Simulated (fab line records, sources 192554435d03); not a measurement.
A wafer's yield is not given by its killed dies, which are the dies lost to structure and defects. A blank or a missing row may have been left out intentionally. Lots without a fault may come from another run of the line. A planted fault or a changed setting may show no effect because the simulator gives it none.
Split-lot trial :: flow n5-finfet :: on a route of 1938 steps: 7 lots, 21 wafers read

ON THE SPLIT
At N5_BEOL_M0_SAQP_PECVD_96 (deposits a-Si from SiH4/He, target thk 45 nm, time 45.2 s), the setting time-s was moved away from the recipe's 45.2 s on 7 of the 21 wafers read, by +8.1% to +11.8%. The other wafers ran this setting at the recipe's value.

FROM THE SPLIT TO THE READING: what the file shows between them, 4 steps
- N5_BEOL_M0_SAQP_PECVD_97: deposits SiNx from SiH4/NH3/N2, target thk 23 nm, time 19.9 s
- N5_BEOL_M0_SAQP_PECVD_04: deposits a-Si from SiH4/He, target thk 60 nm, time 60.2 s
- N5_BEOL_M0_SAQP_ETCH_101: etches SiNx in CH3F/O2, target depth 29.9 nm, time 42.7 s
- N5_BEOL_M0_SAQP_ETCH_102: etches SiO2 in CF4, target depth 4 nm, time 4.4 s

THE READING
oes-product-au, in a.u., at N5_BEOL_M0_SAQP_MANDREL_ETCH_103 (etches a-Si in HBr/Cl2, stops on SiCN, target depth 45 nm, bt time 10 s, time 27 s). A value of 0.688 a.u. with a standard deviation of 0.013 a.u. is what fault-free wafers of this fab line usually give.

wafer: L076.1
tool, chamber at the split: pecvd-04, 1
time-s as run, s: 45.2
against the recipe: recipe
oes-product-au, a.u.: 0.680
against lot-mates on the recipe: -

wafer: L076.5
tool, chamber at the split: pecvd-04, 0
time-s as run, s: 48.87
against the recipe: +8.1%
oes-product-au, a.u.: 0.709
against lot-mates on the recipe: +0.029

wafer: L076.6
tool, chamber at the split: pecvd-04, 1
time-s as run, s: 48.87
against the recipe: +8.1%
oes-product-au, a.u.: 0.722
against lot-mates on the recipe: +0.042

wafer: L080.2
tool, chamber at the split: pecvd-03, 1
time-s as run, s: 45.2
against the recipe: recipe
oes-product-au, a.u.: 0.691
against lot-mates on the recipe: -

wafer: L080.4
tool, chamber at the split: pecvd-03, 2
time-s as run, s: 45.2
against the recipe: recipe
oes-product-au, a.u.: 0.672
against lot-mates on the recipe: -

wafer: L080.5
tool, chamber at the split: pecvd-03, 1
time-s as run, s: 50.48
against the recipe: +11.7%
oes-product-au, a.u.: 0.751
against lot-mates on the recipe: +0.070

wafer: L081.2
tool, chamber at the split: pecvd-04, 0
time-s as run, s: 49.14
against the recipe: +8.7%
oes-product-au, a.u.: 0.720
against lot-mates on the recipe: +0.046

wafer: L081.3
tool, chamber at the split: pecvd-04, 2
time-s as run, s: 49.14
against the recipe: +8.7%
oes-product-au, a.u.: 0.726
against lot-mates on the recipe: +0.052

wafer: L081.4
tool, chamber at the split: pecvd-04, 0
time-s as run, s: 45.2
against the recipe: recipe
oes-product-au, a.u.: 0.674
against lot-mates on the recipe: -

wafer: L084.3
tool, chamber at the split: pecvd-02, 1
time-s as run, s: 50.52
against the recipe: +11.8%
oes-product-au, a.u.: 0.737
against lot-mates on the recipe: +0.039

wafer: L084.5
tool, chamber at the split: pecvd-02, 0
time-s as run, s: 50.52
against the recipe: +11.8%
oes-product-au, a.u.: 0.734
against lot-mates on the recipe: +0.036

wafer: L084.6
tool, chamber at the split: pecvd-02, 1
time-s as run, s: 45.2
against the recipe: recipe
oes-product-au, a.u.: 0.698
against lot-mates on the recipe: -

wafer: L091.1
tool, chamber at the split: pecvd-04, 2
time-s as run, s: 45.2
against the recipe: recipe
oes-product-au, a.u.: 0.681
against lot-mates on the recipe: -

wafer: L091.4
tool, chamber at the split: pecvd-04, 2,0
time-s as run, s: 45.2
against the recipe: recipe
oes-product-au, a.u.: 0.670
against lot-mates on the recipe: -

wafer: L091.5
tool, chamber at the split: pecvd-04, 2,0
time-s as run, s: 45.2
against the recipe: recipe
oes-product-au, a.u.: 0.663
against lot-mates on the recipe: -

wafer: L093.3
tool, chamber at the split: pecvd-04, 0
time-s as run, s: 45.2
against the recipe: recipe
oes-product-au, a.u.: 0.698
against lot-mates on the recipe: -

wafer: L093.5
tool, chamber at the split: pecvd-04, 2
time-s as run, s: 45.2
against the recipe: recipe
oes-product-au, a.u.: 0.689
against lot-mates on the recipe: -

wafer: L093.6
tool, chamber at the split: pecvd-04, 0
time-s as run, s: 45.2
against the recipe: recipe
oes-product-au, a.u.: 0.697
against lot-mates on the recipe: -

wafer: L094.1
tool, chamber at the split: pecvd-04, 2
time-s as run, s: 45.2
against the recipe: recipe
oes-product-au, a.u.: 0.673
against lot-mates on the recipe: -

wafer: L094.2
tool, chamber at the split: pecvd-04, 0
time-s as run, s: 45.2
against the recipe: recipe
oes-product-au, a.u.: 0.683
against lot-mates on the recipe: -

wafer: L094.5
tool, chamber at the split: pecvd-04, 0
time-s as run, s: 45.2
against the recipe: recipe
oes-product-au, a.u.: 0.659
against lot-mates on the recipe: -
If several chambers appear in one row, that row covers several wafers at once and the file leaves open which wafer was in which chamber.

THE FIT
A straight line over all 21 wafers: oes-product-au changes by +0.00493 a.u. for each +1% of time-s; r = +0.91; the points scatter about the line by 0.011 a.u.
The same after taking each lot's own level away (the mean of its wafers on the recipe; 21 wafers): +0.00445 a.u. for each +1%; r = +0.92; scatter 0.0096 a.u.
The reading moves by 0.052 a.u. for the largest change in time-s, on that fit.
The span of the lots' own levels, 0.6713 to 0.6980 a.u., comes to 2.1 times the standard deviation stated above.
In other words, the slope is changed by the lot-to-lot level; the two fits disagree.
Check: with one of the wafers moved furthest among these (+11.8%) left out of the fit, the line predicts +0.0561 a.u. for it against its lot-mates. Against them it came out at +0.039 a.u.

ADDITIONAL SPLITS CARRIED BY THESE WAFERS
These wafers also went through other splits before the reading. Each is held against what the fit with the lots' levels taken away leaves over:
other split on the same wafers: N5_SD_EPI_P_ETCH_16 target-depth-a
wafers away from the commonest value: 5
r with oes-product-au (lot level and that fit taken away): -0.23

other split on the same wafers: N5_HKMG_FIN_ETCH_55 time-s
wafers away from the commonest value: 5
r with oes-product-au (lot level and that fit taken away): +0.01

other split on the same wafers: N5_HKMG_FIN_ETCH_58 source-w
wafers away from the commonest value: 5
r with oes-product-au (lot level and that fit taken away): +0.13

other split on the same wafers: N5_GATE_CUT_ETCH_58 bias-w
wafers away from the commonest value: 8
r with oes-product-au (lot level and that fit taken away): -0.24

other split on the same wafers: N5_GATE_CUT_ALD_22 ald-cycles
wafers away from the commonest value: 5
r with oes-product-au (lot level and that fit taken away): -0.02

other split on the same wafers: N5_MOL_CONTACT_COAG_VIA_ETCH_46 bias-w
wafers away from the commonest value: 7
r with oes-product-au (lot level and that fit taken away): -0.14

other split on the same wafers: N5_BEOL_M0_SAQP_PECVD_03 time-s
wafers away from the commonest value: 8
r with oes-product-au (lot level and that fit taken away): -0.31

THE WHOLE CHAIN: every reading that the file lists as answering this split, in the file's order
step: N5_BEOL_M0_SAQP_PECVD_96
what it does: deposits a-Si from SiH4/He, target thk 45 nm, time 45.2 s
reading: a-Si_of_BEOL_M0_SAQP_PECVD_96.thk-nm (the simulator's own value, which no gauge read)
change (the file's fit): +0.447 nm for each +1% of the setting
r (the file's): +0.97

step: N5_BEOL_M0_SAQP_MANDREL_ETCH_103
what it does: etches a-Si in HBr/Cl2, stops on SiCN, target depth 45 nm, bt time 10 s, time 27 s
reading: oes-product-au
change (the file's fit): +0.00473 a.u. for each +1% of the setting
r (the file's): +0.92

step: N5_BEOL_M0_SAQP_MANDREL_ETCH_103
what it does: etches a-Si in HBr/Cl2, stops on SiCN, target depth 45 nm, bt time 10 s, time 27 s
reading: etch.depth-nm (the simulator's own value, which no gauge read)
change (the file's fit): +0.449 nm for each +1% of the setting
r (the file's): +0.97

step: N5_BEOL_M0_SAQP_ETCH_107
what it does: etches SiNx in CH3F/O2, target depth 30 nm
reading: a-Si_of_BEOL_M0_SAQP_PECVD_96.thk-nm (the simulator's own value, which no gauge read)
change (the file's fit): +0.441 nm for each +1% of the setting
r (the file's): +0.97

FILE'S OWN FIT
oes-product-au changes by +0.00473 a.u. for each +1% of time-s, r = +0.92.
